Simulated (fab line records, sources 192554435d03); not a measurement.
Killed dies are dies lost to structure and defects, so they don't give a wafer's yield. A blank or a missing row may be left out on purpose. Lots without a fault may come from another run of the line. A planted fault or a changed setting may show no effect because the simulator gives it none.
Chamber matching | flow n5_finfet | N5_BEOL_M1_ETCH_70 on rie_diel-05: 4 sister chambers
The step etches SOC in N2/H2, target depth 80 nm, overetch 16 nm, time 120 s. 14 wafers are shown with their chamber, then 7 later ones without.

WAFERS WITH THEIR CHAMBER
wafer  | chamber | drypump_motor_current_A (A) | showerhead_plenum_p_Torr (Torr) | throttle_valve_pct (%)
L076.1 | 1       | 5.79                        | 2.66                            | 17.74
L076.2 | 3       | 5.99                        | 2.61                            | 18.12
L076.6 | 0       | 5.50                        | 2.62                            | 18.05
L078.1 | 3       | 5.93                        | 2.60                            | 18.11
L078.2 | 1       | 5.76                        | 2.65                            | 17.75
L078.4 | 0       | 5.51                        | 2.62                            | 18.09
L079.1 | 0       | 5.51                        | 2.62                            | 18.08
L079.3 | 1       | 5.79                        | 2.65                            | 17.75
L079.6 | 3       | 5.94                        | 2.60                            | 18.11
L083.2 | 1       | 5.78                        | 2.65                            | 17.76
L083.3 | 2       | 5.32                        | 2.49                            | 17.63
L083.4 | 3       | 5.97                        | 2.60                            | 18.13
L088.1 | 3       | 5.95                        | 2.60                            | 18.15
L088.3 | 1       | 5.79                        | 2.64                            | 17.78

SIGNATURES (means of the wafers above)
reading                  | chamber 0 | chamber 1 | chamber 2 | chamber 3 | scatter within a chamber
drypump_motor_current_A  | 5.5067    | 5.7820    | 5.3200    | 5.9560    | 0.0175
showerhead_plenum_p_Torr | 2.6200    | 2.6500    | 2.4900    | 2.6020    | 0.00529
throttle_valve_pct       | 18.0733   | 17.7560   | 17.6300   | 18.1240   | 0.017
Rule: a wafer's distance from a chamber is the root of the sum, over the readings, of the square of ((its reading less the chamber's mean) divided by the reading's scatter). The wafer belongs to the nearest chamber; if the next one is less than 2 further off, it can't be placed. The scatter: the root of (the sum of the squares of (reading less its chamber's mean) over the shown wafers, divided by (wafers less chambers)).

WAFERS WITHOUT THEIR CHAMBER
wafer  | drypump_motor_current_A (A) | showerhead_plenum_p_Torr (Torr) | throttle_valve_pct (%)
L088.4 | 5.50                        | 2.61                            | 18.12
L093.1 | 5.98                        | 2.59                            | 18.17
L093.2 | 5.33                        | 2.48                            | 17.68
L093.5 | 5.50                        | 2.61                            | 18.13
L096.3 | 5.80                        | 2.64                            | 17.79
L096.5 | 5.32                        | 2.48                            | 17.71
L096.6 | 5.78                        | 2.64                            | 17.80

WHICH CHAMBER EACH WENT THROUGH
wafer  | from the rows above | in truth
L088.4 | 0                   | 0
L093.1 | 3                   | 3
L093.2 | 2                   | 2
L093.5 | 0                   | 0
L096.3 | 1                   | 1
L096.5 | 2                   | 2
L096.6 | 1                   | 1
Placed correctly: 7 of 7. Can't be placed from these rows: 0. Placed wrongly: 0.
